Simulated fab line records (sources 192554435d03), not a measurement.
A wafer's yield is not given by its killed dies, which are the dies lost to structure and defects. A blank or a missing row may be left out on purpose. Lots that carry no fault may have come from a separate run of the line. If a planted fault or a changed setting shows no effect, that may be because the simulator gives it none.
Matching of chambers -- flow n5-finfet -- N5_HKMG_FIN_ETCH_31 on rie-diel-05: 4 sister chambers
The step etches SiARC in CF4, target depth 45.5 nm, time 75.8 s. 4 wafers are shown with their chamber, then 6 later ones without.

WAFERS WITH THEIR CHAMBER
wafer,chamber,showerhead-plenum-p-Torr (Torr)
L523.6,2,2.04
L527.2,3,2.14
L529.2,1,2.04
L532.5,0,1.98

WAFERS WITH NO CHAMBER GIVEN
wafer,showerhead-plenum-p-Torr (Torr)
L532.6,2.14
L534.4,1.98
L534.6,2.03
L544.1,2.29
L544.4,2.13
L544.6,1.97

WHICH CHAMBER EACH WENT THROUGH
wafer,from the rows above,in truth
L532.6,can't be placed: 3 or 1 or 2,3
L534.4,can't be placed: 0 or 1 or 2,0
L534.6,can't be placed: 1 or 2 or 0 or 3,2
L544.1,can't be placed: 3 or 1 or 2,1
L544.4,can't be placed: 3 or 1 or 2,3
L544.6,can't be placed: 0 or 1 or 2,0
Correct placement for 0 of the 6. Cannot be placed on the basis of these rows: 6; the candidates contain the true chamber in 6. Number placed wrongly: 0.
How it was worked out, from the rows above alone: a wafer's distance from a chamber is the root of the sum, over the readings, of the square of ((its reading less the chamber's mean) divided by the reading's scatter). The wafer belongs to the nearest chamber; if the next one is less than 2 further off, it can't be placed. A chamber's mean is the mean of its shown wafers. The scatter: with one shown wafer a chamber, the root of the mean of the squares of how far each hidden wafer lies from its nearest shown one.
